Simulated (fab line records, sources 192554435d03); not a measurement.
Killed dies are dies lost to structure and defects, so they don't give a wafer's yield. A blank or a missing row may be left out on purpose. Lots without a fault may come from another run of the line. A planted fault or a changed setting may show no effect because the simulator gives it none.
Which tool did it? | flow n5_finfet | 12 lots, 36 wafers sampled, at 3 steps of a route of 1938

WHAT THE GAUGES READ, wafer by wafer
N5_BEOL_M9_THK_MEAS_01. Usual: M9_ILD_THK 268 nm, standard deviation 3.2.
lot  | measured     | on            | M9_ILD_THK (nm) | flag
L965 | day 10 18:08 | film_metro-01 | 271 266 272     |
L964 | day 10 21:19 | film_metro-01 | 266 268 269     |
L969 | day 11 15:35 | film_metro-01 | 266 268 273     |
L968 | day 11 15:49 | film_metro-02 | 260 270 266     |
L970 | day 11 17:57 | film_metro-02 | 266 271 273     |
L972 | day 13 04:51 | film_metro-02 | 267 265 270     |
L974 | day 13 05:43 | film_metro-01 | 271 270 271     |
L975 | day 13 13:27 | film_metro-01 | 269 266 271     |
L976 | day 13 23:16 | film_metro-01 | 265 267 268     |
L982 | day 14 16:32 | film_metro-01 | 265 270 269     |
L984 | day 15 06:15 | film_metro-02 | 267 272 271     |
L987 | day 16 15:11 | film_metro-02 | 267 259 266     |

WHICH TOOL RAN EACH LOT (tool, then ch and the chambers of the sampled wafers, then the start)
lot  | N5_BEOL_M8_DEP_56               | N5_BEOL_M9_ILD_DEP_00
L965 | pecvd-01 ch 0,1, day 10 15:41   | pecvd-02 ch 0,2, day 10 15:49
L964 | pecvd-01 ch 0,1,2, day 10 19:37 | pecvd-04 ch 1,2, day 10 19:45
L969 | pecvd-02 ch 0,1,2, day 11 14:46 | pecvd-03 ch 0,2, day 11 14:54
L968 | pecvd-02 ch 0,1,2, day 11 14:57 | pecvd-04 ch 0,1,2, day 11 15:05
L970 | pecvd-03 ch 1,2, day 11 17:11   | pecvd-03 ch 0,1, day 11 17:19
L972 | pecvd-03 ch 0,2, day 13 04:08   | pecvd-02 ch 0,1,2, day 13 04:16
L974 | pecvd-01 ch 0,2, day 13 04:31   | pecvd-03 ch 0,2, day 13 04:39
L975 | pecvd-02 ch 1,2, day 13 12:35   | pecvd-03 ch 0,1,2, day 13 12:44
L976 | pecvd-02 ch 1,2, day 13 22:33   | pecvd-02 ch 0,2, day 13 22:41
L982 | pecvd-02 ch 1,2, day 14 15:47   | pecvd-04 ch 0,2, day 14 15:55
L984 | pecvd-03 ch 0,1, day 15 05:32   | pecvd-04 ch 1,2, day 15 05:40
L987 | pecvd-01 ch 0,1,2, day 16 13:59 | pecvd-03 ch 0,1,2, day 16 14:07
- N5_BEOL_M8_DEP_56: deposits SiCN from 3MS/NH3, target thk 10 nm, time 17.5 s.
- N5_BEOL_M9_ILD_DEP_00: deposits SiCOH lowk from DEMS/porogen, target thk 308.51 nm, time 58 s.

WHAT THE TOOLS THEMSELVES READ (means of the sampled wafers that have a number; where no wafer has one, the mark that the record gives instead)
N5_BEOL_M8_DEP_56. Usual: showerhead_plenum_p_Torr 3.668 Torr, standard deviation 0.013; throttle_valve_pct 9.3 %, standard deviation 0.71.
lot  | tool     | showerhead_plenum_p_Torr (Torr) | throttle_valve_pct (%) | flag
L965 | pecvd-01 | 3.671                           | 10.3                   |
L964 | pecvd-01 | 3.673                           | 9.6                    |
L969 | pecvd-02 | 3.672                           | 9.0                    |
L968 | pecvd-02 | 3.673                           | 9.1                    |
L970 | pecvd-03 | 3.649                           | 9.2                    |
L972 | pecvd-03 | 3.672                           | 9.0                    |
L974 | pecvd-01 | 3.659                           | 9.7                    |
L975 | pecvd-02 | 3.662                           | 9.3                    |
L976 | pecvd-02 | 3.667                           | 9.3                    |
L982 | pecvd-02 | 3.670                           | 9.2                    |
L984 | pecvd-03 | 3.654                           | 9.5                    |
L987 | pecvd-01 | 3.673                           | 9.5                    |

N5_BEOL_M9_ILD_DEP_00. Usual: heater_power_outer_w 155 W, standard deviation 40; heater_power_w 332 W, standard deviation 54; showerhead_plenum_p_Torr 5.739 Torr, standard deviation 0.02; throttle_valve_pct 13.9 %, standard deviation 0.67.
lot  | tool     | heater_power_outer_w (W) | heater_power_w (W) | showerhead_plenum_p_Torr (Torr) | throttle_valve_pct (%) | flag
L965 | pecvd-02 | 113                      | 301                | 5.739                           | 13.4                   |
L964 | pecvd-04 | 154                      | 324                | 5.727                           | 13.5                   |
L969 | pecvd-03 | 132                      | 308                | 5.751                           | 13.9                   |
L968 | pecvd-04 | 152                      | 322                | 5.731                           | 13.6                   |
L970 | pecvd-03 | 210                      | 401                | 5.717                           | 14.7                   |
L972 | pecvd-02 | 122                      | 301                | 5.748                           | 13.8                   |
L974 | pecvd-03 | 175                      | 371                | 5.750                           | 14.5                   |
L975 | pecvd-03 | 169                      | 353                | 5.749                           | 14.3                   |
L976 | pecvd-02 | 140                      | 327                | 5.751                           | 13.4                   |
L982 | pecvd-04 | 162                      | 320                | 5.732                           | 13.4                   |
L984 | pecvd-04 | 151                      | 314                | 5.723                           | 13.4                   |
L987 | pecvd-03 | 175                      | 361                | 5.738                           | 14.5                   |

THE ANSWER, worked out from the rows above alone
Rule: a lot is off if the mean of its wafers that have a number lies more than 3 standard deviations from the usual mean. A lot without any number at a reading at which 4 lots or more have one is off too. The other lots that the step has rows for count as sound. The gauges are gone through in route order, then the tools' own readings, and for those a lot's mean is taken as printed above. The first step at which some lot is off is used, and at that step the reading that is off furthest; a lot without a number counts as furthest.
No lot is off at any reading shown: from this, nothing can be told.

WHAT THE SIMULATOR HAD PUT IN
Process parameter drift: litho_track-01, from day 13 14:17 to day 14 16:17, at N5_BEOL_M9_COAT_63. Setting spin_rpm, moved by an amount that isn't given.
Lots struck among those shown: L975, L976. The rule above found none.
